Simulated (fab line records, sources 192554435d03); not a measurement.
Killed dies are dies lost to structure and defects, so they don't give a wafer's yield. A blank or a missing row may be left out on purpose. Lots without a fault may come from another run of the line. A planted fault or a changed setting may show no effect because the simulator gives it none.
fab line records | flow n5_finfet
record lots=8 wafers=24 last_day=18
route steps=1938 shown BEOL_M2@860 BEOL_M4@1111 PASSIVATION@1936
lots that met no fault: from a run of the same line without faults
start_h: hours from the record's first day to the start of the lot's first wafer shown | wait_h: hours since the lot's step before | " the same as in the row above | L1.1+2: a row that stands for several wafers | - no value, or no start given | * or withheld: withheld | < > ~ a bound
route shown NAME@n: a module of which the file shows steps, and the number in the route of the first | usual: mean/standard deviation of fault-free wafers | same: alike in all rows | chamber/n: place in a boat | sites: the reading at each site | _std_site: their standard deviation | _edge_site: outer sites' mean less inner sites' | radius_mm: how far each site lies from the wafer's centre | mask NAME#n: copy n | behind: the tool/chamber that last shaped the wafer | hold: why the lot was held/for how many hours/how that ended | device: the transistor (n, p or np) that didn't switch | end of line: the same wafers' tests at the end of the route | a step without rows: its recipe alone | killed: dies lost to structure and defects at the first sort, not the wafer's yield | map: a wafer's dies, x killed, . not, _ none there
set.NAME: the setting as run; set.NAME@STEP: as run at that earlier step | model.NAME: the simulator's own value behind a step, which no gauge read
steps of the route over a sample of lots; a table a step, a row a wafer
services: from which hour (start_h, from the record's first day; less than 0 if before it) a tool's chamber was out of use, for how many hours, and why
## steps
# step N5_BEOL_M2_ETCH_64
# recipe chemistry=N2/H2 target=SOC target_depth_a=750 overetch_a=225 mask_material=SiARC temp_c=40 time_s=121.9 ion_energy_ev=200 pressure_mtorr=30 source_w=840 bias_w=150 n2_flow_sccm=200 h2_flow_sccm=200
# usual drypump_motor_current_A=5.8/0.43 oes_product_au=0.59/0.075 rf_vpp_V=523.1/2.9 showerhead_plenum_p_Torr=2.53/0.11 throttle_valve_pct=17.80/0.27
# columns lot.wafer tool chamber start_h wait_h drypump_motor_current_A oes_product_au rf_hours_counter_h rf_vpp_V showerhead_plenum_p_Torr throttle_valve_pct
L405.2 rie_diel-02 0 139.66 0.0 6.2 0.52 196 520.3 2.43 17.71
L405.5 " 3 " " 6.6 0.54 - 524.0 2.53 17.77
L405.6 " 0 " " 6.2 0.54 - 520.6 2.43 17.71
L406.1 rie_diel-02 3 141.82 0.0 6.6 0.53 197 523.4 2.53 17.78
L406.4 " 3 " " 6.6 0.54 - 522.8 2.53 17.78
L406.6 " 0 " " 6.1 0.53 - 521.3 2.43 17.72
L408.3 rie_diel-04 0 160.28 0.0 5.6 0.66 42 527.2 2.72 17.88
L408.4 " 0 " " 5.6 0.66 - 528.4 2.72 17.89
L408.6 " 2 " " 5.3 0.53 - 522.1 2.53 18.33
L415.4 rie_diel-02 1 207.17 0.1 5.9 0.69 - 524.6 2.61 17.63
L415.5 " 3 " " 6.6 0.53 - 522.0 2.52 17.79
L415.6 " 0 " " 6.1 0.52 - 520.8 2.42 17.79
L416.2 rie_diel-02 1 207.52 0.0 6.0 0.69 21 526.3 2.61 17.63
L416.4 " 1 " " 5.9 0.70 - 525.4 2.61 17.64
L416.6 " 0 " " 6.1 0.52 - 519.6 2.42 17.76
L420.2 rie_diel-04 3 231.62 0.0 6.0 0.67 34 524.2 2.47 17.30
L420.3 " 0 " " 5.6 0.63 73 527.8 2.71 17.94
L420.5 " 2 " " 5.3 0.51 - 521.5 2.52 18.38
L425.3 rie_diel-05 2 270.03 0.0 5.5 0.54 204 517.5 2.31 17.74
L425.5 " 3 " " 5.6 0.66 - 522.2 2.49 18.08
L425.6 " 0 " " 5.1 0.65 - 524.4 2.60 17.39
L427.2 rie_diel-05 0 279.19 0.0 5.1 0.64 44 525.5 2.60 17.40
L427.4 " 3 " " 5.5 0.66 51 522.4 2.49 18.06
L427.5 " 3 " " 5.5 0.65 - 522.1 2.48 18.07
# step N5_BEOL_M2_STRIP_66
# recipe chemistry=CF4 resist=SiARC power_w=300 bias_power_w=75 pressure_mtorr=50 cf4_flow_sccm=150 rf_frequency_hz=6e+07
# usual drypump_motor_current_A=5.8/0.42 oes_product_au=0.77/0.098 rf_vpp_V=270.9/1.7 showerhead_plenum_p_Torr=1.78/0.072 throttle_valve_pct=13.50/0.28
# columns lot.wafer tool chamber start_h wait_h drypump_motor_current_A oes_product_au rf_hours_counter_h rf_vpp_V showerhead_plenum_p_Torr throttle_valve_pct
L405.2 rie_diel-02 0 139.80 0.0 6.2 0.70 196 268.6 1.71 13.46
L405.5 " 3 " " 6.5 0.70 - 271.5 1.75 13.31
L405.6 " 0 " " 6.1 0.69 - 269.1 1.71 13.46
L406.1 rie_diel-02 3 141.95 0.0 6.5 0.70 197 270.6 1.75 13.29
L406.4 " 3 " " 6.5 0.70 - 270.7 1.75 13.29
L406.6 " 0 " " 6.1 0.70 - 268.5 1.71 13.44
L408.3 rie_diel-04 0 160.41 0.0 5.6 0.86 42 273.9 1.92 13.59
L408.4 " 0 " " 5.6 0.87 - 273.2 1.92 13.57
L408.6 " 2 " " 5.3 0.68 - 271.6 1.77 13.88
L415.4 rie_diel-02 1 207.25 0.0 5.9 0.90 - 273.9 1.82 13.09
L415.5 " 3 " " 6.6 0.69 - 269.2 1.75 13.33
L415.6 " 0 " " 6.1 0.68 - 269.7 1.70 13.52
L416.2 rie_diel-02 1 207.65 0.0 5.9 0.90 21 273.0 1.82 13.09
L416.4 " 1 " " 5.9 0.90 - 272.1 1.82 13.07
L416.6 " 0 " " 6.1 0.67 - 268.9 1.70 13.51
L420.2 rie_diel-04 3 231.75 0.0 6.0 0.88 34 270.5 1.76 13.17
L420.3 " 0 " " 5.5 0.82 73 271.7 1.91 13.65
L420.5 " 2 " " 5.3 0.66 - 270.0 1.76 13.95
L425.3 rie_diel-05 2 270.16 0.0 5.5 0.71 204 270.0 1.65 13.62
L425.5 " 3 " " 5.6 0.85 - 268.3 1.76 13.68
L425.6 " 0 " " 5.1 0.85 - 272.5 1.83 13.13
L427.2 rie_diel-05 0 279.33 0.0 5.1 0.85 44 270.7 1.82 13.14
L427.4 " 3 " " 5.5 0.85 51 270.7 1.76 13.66
L427.5 " 3 " " 5.5 0.85 - 271.9 1.76 13.67
# step N5_BEOL_M2_INSPECT_30
# recipe mode=adi inspect_instrument=brightfield
# usual raw_defect_count=380/88
# columns lot.wafer tool chamber start_h wait_h raw_defect_count
L405.2 defect_inspect-02 - 140.56 0.0 282
L405.5 " - " " 309
L405.6 " - " " 216
L406.1 defect_inspect-02 - 142.60 0.1 552
L406.4 " - " " 405
L406.6 " - " " 319
L408.3 defect_inspect-01 - 161.17 0.0 328
L408.4 " - " " 397
L408.6 " - " " 289
L415.4 defect_inspect-02 - 208.01 0.0 1606
L415.5 " - " " 1554
L415.6 " - " " 1602
L416.2 defect_inspect-02 - 208.41 0.0 1577
L416.4 " - " " 1639
L416.6 " - " " 1757
L420.2 defect_inspect-01 - 232.51 0.0 282
L420.3 " - " " 305
L420.5 " - " " 429
L425.3 defect_inspect-01 - 270.93 0.0 457
L425.5 " - " " 305
L425.6 " - " " 437
L427.2 defect_inspect-01 - 280.08 0.0 320
L427.4 " - " " 384
L427.5 " - " " 332
# step N5_BEOL_M2_ETCH_77
# recipe chemistry=N2/H2 target=underlayer target_depth_a=65 mask_material=CAR-EUV time_s=5.2 ion_energy_ev=200 pressure_mtorr=30 source_w=840 bias_w=150 n2_flow_sccm=200 h2_flow_sccm=200 ends=cleared
# usual drypump_motor_current_A=5.9/0.41 etch_rf_on_time_s=5.35/0.18 oes_product_au=0.67/0.096 rf_vpp_V=523.1/2.7 showerhead_plenum_p_Torr=2.53/0.094 throttle_valve_pct=17.80/0.21
# columns lot.wafer tool chamber start_h wait_h drypump_motor_current_A etch_rf_on_time_s oes_product_au rf_hours_counter_h rf_vpp_V showerhead_plenum_p_Torr throttle_valve_pct
L405.2 rie_diel-02 2 140.68 0.0 5.6 5.25 0.59 225 525.4 2.53 18.16
L405.5 " 3 " " 6.5 5.54 0.58 - 523.5 2.53 17.80
L405.6 " 0 " " 6.1 5.28 0.59 - 520.4 2.43 17.75
L406.1 rie_diel-04 3 142.67 0.0 6.1 5.16 0.85 1 525.0 2.48 17.25
L406.4 " 0 " " 5.6 5.16 0.75 34 528.1 2.73 17.91
L406.6 " 1 " " 5.5 5.19 0.60 - 526.7 2.63 17.71
L408.3 rie_diel-05 1 161.23 0.0 6.1 5.41 0.63 151 527.2 2.64 17.85
L408.4 " 3 " " 5.5 4.96 0.80 16 521.0 2.50 18.06
L408.6 " 2 " " 5.5 5.47 0.61 - 518.7 2.33 17.72
L415.4 rie_diel-02 0 208.08 0.0 6.2 5.26 0.57 - 520.4 2.42 17.79
L415.5 " 3 " " 6.6 5.58 0.57 - 524.0 2.52 17.87
L415.6 " 1 " " 6.0 5.45 0.77 - 525.9 2.61 17.68
L416.2 rie_diel-02 3 208.48 0.0 6.5 5.53 0.57 219 524.6 2.52 17.84
L416.4 " 3 " " 6.5 5.57 0.56 - 521.6 2.52 17.84
L416.6 " 1 " " 5.9 5.48 0.75 - 524.6 2.62 17.67
L420.2 rie_diel-02 2 233.08 0.0 5.6 5.32 0.81 1 523.5 2.52 17.73
L420.3 " 0 " " 6.1 5.22 0.57 234 521.1 2.41 17.82
L420.5 " 0 " " 6.1 5.19 0.57 - 519.4 2.41 17.82
L425.3 rie_diel-02 1 271.00 0.0 5.9 5.56 0.73 45 526.1 2.60 17.72
L425.5 " 2 " " 5.6 5.31 0.77 - 524.1 2.51 17.74
L425.6 " 1 " " 5.9 5.55 0.71 - 522.9 2.60 17.71
L427.2 rie_diel-02 3 280.15 0.0 6.6 5.65 0.56 243 521.9 2.51 17.90
L427.4 " 1 " " 5.9 5.67 0.71 - 525.2 2.60 17.72
L427.5 " 2 " " 5.6 5.39 0.75 - 521.8 2.51 17.76
# step N5_BEOL_M2_ETCH_69
# recipe chemistry=CF4 target=SiARC target_depth_a=156 mask_material=CAR-EUV time_s=26 ion_energy_ev=80 pressure_mtorr=40 source_w=545 bias_w=36 Ar_flow_sccm=100 cf4_flow_sccm=100 ends=cleared
# usual drypump_motor_current_A=5.9/0.41 etch_rf_on_time_s=26.5/0.95 oes_product_au=0.67/0.097 rf_vpp_V=183.8/1.3 showerhead_plenum_p_Torr=2.13/0.072 throttle_valve_pct=15.45/0.23
# columns lot.wafer tool chamber start_h wait_h drypump_motor_current_A etch_rf_on_time_s oes_product_au rf_hours_counter_h rf_vpp_V showerhead_plenum_p_Torr throttle_valve_pct
L405.2 rie_diel-02 2 140.70 0.0 5.6 26.0 0.59 225 184.9 2.12 15.84
L405.5 " 3 " " 6.5 27.8 0.59 - 184.5 2.12 15.34
L405.6 " 0 " " 6.1 25.9 0.61 - 183.3 2.05 15.48
L406.1 rie_diel-04 3 142.69 0.0 6.0 26.3 0.85 1 183.7 2.12 15.15
L406.4 " 0 " " 5.6 25.9 0.76 34 184.8 2.28 15.59
L406.6 " 1 " " 5.5 26.0 0.60 - 186.4 2.21 15.44
L408.3 rie_diel-05 1 161.25 0.0 6.1 26.8 0.65 151 184.6 2.23 15.73
L408.4 " 3 " " 5.6 24.8 0.81 16 184.2 2.12 15.71
L408.6 " 2 " " 5.4 27.4 0.61 - 181.9 1.97 15.51
L415.4 rie_diel-02 0 208.12 0.0 6.2 25.5 0.59 - 182.8 2.04 15.54
L415.5 " 3 " " 6.5 27.9 0.57 - 183.6 2.11 15.39
L415.6 " 1 " " 5.9 27.3 0.76 - 184.6 2.17 15.10
L416.2 rie_diel-02 3 208.49 0.0 6.5 27.4 0.57 219 182.1 2.11 15.39
L416.4 " 3 " " 6.5 27.6 0.57 - 184.8 2.11 15.39
L416.6 " 1 " " 5.9 26.9 0.77 - 184.0 2.17 15.12
L420.2 rie_diel-02 2 233.10 0.0 5.6 26.4 0.82 1 182.5 2.11 15.38
L420.3 " 0 " " 6.1 25.8 0.58 234 181.0 2.04 15.56
L420.5 " 0 " " 6.1 25.9 0.58 - 182.9 2.04 15.56
L425.3 rie_diel-02 1 271.01 0.0 5.9 27.9 0.72 45 184.3 2.16 15.17
L425.5 " 2 " " 5.6 26.5 0.78 - 182.8 2.11 15.42
L425.6 " 1 " " 5.9 28.0 0.72 - 185.1 2.16 15.15
L427.2 rie_diel-02 3 280.17 0.0 6.5 27.5 0.56 243 183.0 2.10 15.44
L427.4 " 1 " " 5.9 27.3 0.72 - 185.3 2.16 15.18
L427.5 " 2 " " 5.6 26.3 0.77 - 184.6 2.11 15.41
# step N5_BEOL_M4_RC_MEAS_101
# usual DIBL_N=36.4/2 DIBL_P=36.1/2.5 IOFF_N=0.16/0.037 IOFF_P=0.20/0.038 ION_N=670/13 ION_P=459/8.3 SS_N=71.6/0.69 SS_P=73.3/0.72 VT_N=250/3.4 VT_P=-251/3.1
# columns lot.wafer tool chamber start_h wait_h DIBL_N[mV/V] DIBL_P[mV/V] IOFF_N[nA/um] IOFF_P[nA/um] ION_N[uA/um] ION_P[uA/um] SS_N[mV/dec] SS_P[mV/dec] VT_N[mV] VT_P[mV]
L406.1 prober-01 0 174.66 0.0 35.9 36.2 0.15 0.18 662 449 71.2 73.6 251 -252
L406.4 " 0 " " 36.8 37.7 0.17 0.21 678 462 71.3 73.8 250 -249
L406.6 " 0 " " 33.4 33.5 0.12 0.15 659 454 70.8 73.1 251 -253
L405.2 prober-02 0 177.38 0.2 39.1 41.0 0.19 0.25 673 457 72.4 73.9 251 -250
L405.5 " 0 " " 42.8 44.9 0.27 0.32 691 466 72.8 75.0 246 -248
L405.6 " 0 " " 39.8 39.7 0.20 0.21 665 449 72.5 73.8 248 -252
L408.3 prober-01 0 190.24 0.3 34.4 35.5 0.13 0.21 640 448 71.0 73.1 254 -250
L408.4 " 0 " " 32.4 31.9 0.10 0.16 650 450 69.9 72.2 256 -253
L408.6 " 0 " " 35.2 36.7 0.15 0.22 673 462 70.7 72.9 248 -248
L415.4 prober-01 0 231.67 0.5 33.7 33.7 0.13 0.16 653 448 72.3 72.8 253 -254
L415.5 " 0 " " 37.2 38.4 0.19 0.22 676 457 72.1 73.9 248 -250
L415.6 " 0 " " 32.1 33.1 0.12 0.15 669 455 70.9 72.4 254 -255
L416.2 prober-01 0 236.05 0.2 37.7 36.5 0.17 0.21 657 454 72.8 74.1 248 -252
L416.4 " 0 " " 36.1 35.0 0.15 0.20 664 457 71.1 73.9 248 -251
L416.6 " 0 " " 38.8 37.2 0.21 0.25 681 464 72.5 74.4 245 -251
L420.2 prober-01 0 279.39 0.2 38.5 37.5 0.20 0.24 675 458 72.3 73.6 247 -248
L420.3 " 0 " " 34.5 32.4 0.12 0.15 657 453 70.6 73.1 256 -257
L420.5 " 0 " " 37.0 36.0 0.15 0.21 662 451 71.0 73.9 250 -251
L425.3 prober-02 0 300.32 0.3 35.4 36.3 0.14 0.18 678 464 70.8 73.9 252 -254
L425.5 " 0 " " 37.1 36.9 0.15 0.18 657 441 71.9 73.3 253 -256
L425.6 " 0 " " 35.8 36.5 0.14 0.18 663 458 71.3 73.5 250 -256
L427.2 prober-01 0 313.67 0.2 36.2 36.3 0.15 0.22 688 473 71.5 73.5 248 -250
L427.4 " 0 " " 37.2 37.4 0.18 0.22 674 459 72.4 74.0 249 -252
L427.5 " 0 " " 38.3 38.5 0.20 0.26 703 484 71.7 73.7 243 -248
# step N5_PASSIVATION_PROBE_49
# usual defect_limited_yield=91.2/1.6 killed_at_M0_to_M3=34/11 killed_at_M4_up=13/5.2 killed_at_contacts=13/6.3 killed_at_front_end=40/14 killed_at_other=3.2/2.4 killed_dies=104/19 killed_on_rim=14/4.2 killed_open=69/14 killed_short=32/7.5 sort_bin_4_leakage=0.00/0.04 sort_bin_5_function=5.3/1.1 sort_bin_6_memory=3.2/0.73 sort_bin_8_speed=0.01/0.038 sort_n_pass=1076/19 sort_yield_pct=91.2/1.6
# same gross_dies=1180 killed_at_back_side=0
# columns lot.wafer tool chamber start_h wait_h defect_limited_yield[%] killed_at_M0_to_M3 killed_at_M4_up killed_at_contacts killed_at_front_end killed_at_other killed_dies killed_on_rim killed_open killed_short sort_bin_4_leakage[%] sort_bin_5_function[%] sort_bin_6_memory[%] sort_bin_8_speed[%] sort_n_pass sort_yield_pct[%]
L406.1 prober-02 - 264.15 0.0 91.9 26 19 12 38 0 95 17 64 28 0 5.3 2.7 0.08 1084 91.9
L406.4 prober-02 - 264.30 0.2 90.9 20 12 22 50 3 107 14 81 26 0 6.3 2.7 0 1073 90.9
L406.6 prober-02 - 264.40 0.3 93.6 16 18 13 26 3 76 10 53 20 0 3.6 2.6 0 1104 93.6
L408.3 prober-01 - 297.01 0.1 93.6 29 9 11 24 2 75 16 46 27 0 3.9 2.1 0.25 1102 93.4
L408.4 prober-01 - 297.06 0.2 93.0 25 8 17 31 2 83 16 54 28 0 3.8 3.0 0 1097 93.0
L408.6 prober-01 - 297.16 0.3 92.7 27 9 19 31 0 86 12 58 23 0 4.2 2.7 0 1094 92.7
L416.2 prober-02 - 335.71 0.1 78.1 186 18 6 45 4 259 11 72 28 0 13.5 4.4 0 921 78.1
L416.4 prober-02 - 335.81 0.2 78.5 182 14 19 34 5 254 15 66 33 0 13.2 3.1 0 926 78.5
L416.6 prober-02 - 335.91 0.3 78.7 176 17 11 44 3 251 18 71 24 0 12.4 4.8 0 929 78.7
L415.4 prober-02 - 358.62 0.2 80.7 180 10 7 30 1 228 12 34 37 0 11.0 3.3 0 952 80.7
L415.5 prober-02 - 358.67 0.2 79.7 164 13 22 37 3 239 23 71 28 0 12.2 4.4 0.08 941 79.7
L415.6 prober-02 - 358.72 0.3 80.7 174 8 19 27 0 228 12 51 23 0 12.2 3.1 0 952 80.7
L420.2 prober-01 - 385.02 0.1 89.9 38 16 15 49 1 119 14 80 38 0 5.3 4.7 0 1061 89.9
L420.3 prober-01 - 385.07 0.1 88.1 68 9 15 45 3 140 18 89 51 0 6.4 5.2 0 1040 88.1
L420.5 prober-01 - 385.17 0.2 89.0 51 20 9 48 2 130 22 79 47 0 7.5 3.3 0 1050 89.0
L425.3 prober-02 - 406.53 0.1 90.3 29 18 4 58 6 115 19 73 36 0 5.0 4.2 0 1065 90.3
L425.5 prober-02 - 406.63 0.2 93.9 30 12 3 27 0 72 17 43 29 0 3.9 2.0 0 1108 93.9
L425.6 prober-02 - 406.68 0.3 92.1 30 5 13 41 4 93 11 59 34 0 4.6 3.0 0 1087 92.1
# killed by level:class
L406.1 MOL_CONTACT_COAG:geometric_particle:open=11 FIN_SAQP:geometric_particle:short=9 FIN_SAQP:geometric_particle:open=7 DUMMY_GATE:geometric_particle:open=5 BEOL_M0_SAQP:geometric_particle:open=5 BEOL_M2:geometric_particle:open=5 BEOL_M4:geometric_particle:open=5 BEOL_M0:geometric_particle:open=4
L406.4 MOL_CONTACT_COAG:geometric_particle:open=18 FIN_SAQP:geometric_particle:open=12 BEOL_M2:geometric_particle:open=10 FIN_SAQP:geometric_particle:short=8 STI_FIN_REVEAL:geometric_particle:open=6 DUMMY_GATE:geometric_particle:open=5 STARTING-WAFER:geometric_particle:open=5 MOL_CONTACT_COAG:geometric_particle:short=4
L406.6 MOL_CONTACT_COAG:geometric_particle:open=11 BEOL_M4:geometric_particle:open=8 FIN_SAQP:geometric_particle:open=7 BEOL_M2:geometric_particle:open=7 STI_FIN_REVEAL:geometric_particle:open=6 BEOL_M5:geometric_particle:open=4 DUMMY_GATE:geometric_particle:short=3 BEOL_M0_SAQP:geometric_particle:short=3
L408.3 STI_FIN_REVEAL:geometric_particle:open=13 BEOL_M0_SAQP:geometric_particle:short=8 MOL_CONTACT_COAG:geometric_particle:open=6 MOL_CONTACT_COAG:geometric_particle:short=5 BEOL_M0:geometric_particle:open=5 STI_FIN_REVEAL:geometric_particle:short=4 BEOL_M0_SAQP:geometric_particle:open=4 BEOL_M2:geometric_particle:open=3
L408.4 MOL_CONTACT_COAG:geometric_particle:open=14 BEOL_M0_SAQP:geometric_particle:open=6 ILD0:geometric_particle:open=5 FIN_SAQP:geometric_particle:open=4 BEOL_M0_SAQP:geometric_particle:short=4 BEOL_M3:geometric_particle:short=4 BEOL_M3:geometric_particle:open=4 STARTING-WAFER:geometric_particle:short=4
L408.6 MOL_CONTACT_COAG:geometric_particle:open=16 BEOL_M3:geometric_particle:open=13 STI_FIN_REVEAL:geometric_particle:open=9 BEOL_M0_SAQP:geometric_particle:short=6 FIN_SAQP:geometric_particle:short=4 GATE_CUT:geometric_particle:short=4 MOL_CONTACT_COAG:geometric_particle:short=3 BEOL_M0_SAQP:geometric_particle:open=3
L416.2 BEOL_M2:unspecified=159 STI_FIN_REVEAL:geometric_particle:open=14 FIN_SAQP:geometric_particle:open=11 BEOL_M2:geometric_particle:open=7 MOL_CONTACT_COAG:geometric_particle:open=6 BEOL_M0_SAQP:geometric_particle:open=6 BEOL_M4:geometric_particle:open=6 FIN_SAQP:geometric_particle:short=5
L416.4 BEOL_M2:unspecified=154 MOL_CONTACT_COAG:geometric_particle:open=15 BEOL_M0_SAQP:geometric_particle:open=13 BEOL_M4:geometric_particle:open=8 FIN_SAQP:geometric_particle:short=7 BEOL_M0_SAQP:geometric_particle:short=7 STI_FIN_REVEAL:geometric_particle:open=6 STI_FIN_REVEAL:geometric_particle:short=4
L416.6 BEOL_M2:unspecified=152 STI_FIN_REVEAL:geometric_particle:open=11 BEOL_M0_SAQP:geometric_particle:open=11 BEOL_M4:geometric_particle:open=10 FIN_SAQP:geometric_particle:open=9 DUMMY_GATE:geometric_particle:open=9 MOL_CONTACT_COAG:geometric_particle:open=7 BEOL_M0_SAQP:geometric_particle:short=6
L415.4 BEOL_M2:unspecified=154 BEOL_M0_SAQP:geometric_particle:short=9 FIN_SAQP:geometric_particle:short=8 STI_FIN_REVEAL:geometric_particle:open=6 MOL_CONTACT_COAG:geometric_particle:open=5 FIN_SAQP:geometric_particle:open=4 BEOL_M4:geometric_particle:open=4 STI_FIN_REVEAL:geometric_particle:short=3
L415.5 BEOL_M2:unspecified=138 MOL_CONTACT_COAG:geometric_particle:open=16 FIN_SAQP:geometric_particle:open=9 FIN_SAQP:geometric_particle:short=6 BEOL_M0_SAQP:geometric_particle:open=6 BEOL_M2:geometric_particle:open=6 STI_FIN_REVEAL:geometric_particle:open=5 MOL_CONTACT_COAG:geometric_particle:short=5
L415.6 BEOL_M2:unspecified=154 MOL_CONTACT_COAG:geometric_particle:open=17 BEOL_M0_SAQP:geometric_particle:open=10 ILD0:geometric_particle:short=5 BEOL_M0_SAQP:geometric_particle:short=4 STI_FIN_REVEAL:geometric_particle:open=3 DUMMY_GATE:geometric_particle:open=3 ILD0:geometric_particle:open=3
L420.2 BEOL_M0_SAQP:geometric_particle:open=15 FIN_SAQP:geometric_particle:open=14 MOL_CONTACT_COAG:geometric_particle:open=10 GATE_CUT:geometric_particle:short=9 BEOL_M0_SAQP:geometric_particle:short=9 BEOL_M4:geometric_particle:open=9 DUMMY_GATE:geometric_particle:open=8 FIN_SAQP:geometric_particle:short=5
L420.3 BEOL_M0_SAQP:geometric_particle:short=16 BEOL_M2:geometric_particle:open=14 FIN_SAQP:geometric_particle:open=13 BEOL_M0_SAQP:geometric_particle:open=12 BEOL_M1:geometric_particle:open=11 BEOL_M3:geometric_particle:open=11 FIN_SAQP:geometric_particle:short=9 MOL_CONTACT_COAG:geometric_particle:short=8
L420.5 FIN_SAQP:geometric_particle:open=14 BEOL_M3:geometric_particle:open=12 BEOL_M0_SAQP:geometric_particle:open=11 FIN_SAQP:geometric_particle:short=10 BEOL_M4:geometric_particle:open=9 BEOL_M0_SAQP:geometric_particle:short=8 MOL_CONTACT_COAG:geometric_particle:short=6 DUMMY_GATE:geometric_particle:open=5
L425.3 FIN_SAQP:geometric_particle:open=15 DUMMY_GATE:geometric_particle:open=12 BEOL_M3:geometric_particle:open=11 FIN_SAQP:geometric_particle:short=9 GATE_CUT:geometric_particle:short=6 MOL_CONTACT_COAG:geometric_particle:open=4 BEOL_M0_SAQP:geometric_particle:short=4 BEOL_M0_SAQP:geometric_particle:open=4
L425.5 BEOL_M3:geometric_particle:open=10 FIN_SAQP:geometric_particle:short=9 BEOL_M3:geometric_particle:short=6 FIN_SAQP:geometric_particle:open=5 BEOL_M0_SAQP:geometric_particle:short=5 STARTING-WAFER:geometric_particle:open=5 BEOL_M1:geometric_particle:open=4 MOL_CONTACT_COAG:geometric_particle:open=3
L425.6 MOL_CONTACT_COAG:geometric_particle:open=13 FIN_SAQP:geometric_particle:open=11 FIN_SAQP:geometric_particle:short=10 BEOL_M3:geometric_particle:open=7 GATE_CUT:geometric_particle:short=5 DUMMY_GATE:geometric_particle:open=4 BEOL_M1:geometric_particle:open=4 BEOL_M2:geometric_particle:open=4
## services
# columns tool chamber start_h hours kind
rie_diel-04 3 117.89 - clean
rie_diel-04 3 117.89 - consumable_replace:focus_ring
rie_diel-02 1 136.01 - clean
rie_diel-02 1 136.01 - consumable_replace:focus_ring
rie_diel-02 1 136.01 16.5 scheduled_down
rie_diel-02 1 136.01 16.5 vent_cycle
rie_diel-05 - 138.50 4.3 pm
rie_diel-04 3 143.18 13.8 repair
rie_diel-05 - 164.14 0.3 repair
rie_diel-05 - 171.64 2.2 repair
rie_diel-02 3 173.21 5.4 repair
rie_diel-04 1 175.48 62.1 repair
rie_diel-05 3 201.47 13.7 repair
rie_diel-02 2 205.13 - clean
rie_diel-02 2 205.13 - consumable_replace:focus_ring
rie_diel-02 2 205.13 22.7 scheduled_down
rie_diel-02 2 205.13 22.7 vent_cycle
rie_diel-05 2 219.41 2.6 repair
rie_diel-02 3 230.91 5.1 repair
rie_diel-02 0 277.44 - clean
rie_diel-02 0 277.44 - consumable_replace:focus_ring
rie_diel-02 0 277.44 - consumable_replace:showerhead
rie_diel-02 0 277.44 14.1 scheduled_down
rie_diel-02 0 277.44 14.1 vent_cycle
## key
first_sign step=N5_BEOL_M2_INSPECT_30 reading=raw_defect_count direction=up sigmas=14 usual=380 struck=1622
effect step=N5_PASSIVATION_PROBE_49 reading=killed_at_M0_to_M3 direction=up sigmas=13 usual=34 struck=177
more_kills_born_at N5_BEOL_M2_STRIP_66@rie_diel-02=910
met_at N5_BEOL_M2_STRIP_66
struck_lots L415,L416
not_acting_at N5_BEOL_M2_ETCH_64,N5_BEOL_M2_ETCH_77,N5_BEOL_M2_ETCH_69
onset_between 141.95 207.25
fault kind=chamber_particle_source tool=rie_diel-02 chamber=- onset_h=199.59 steps=N5_BEOL_M2_STRIP_66 rate_per_visit_cm2=1.9399 end_h=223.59
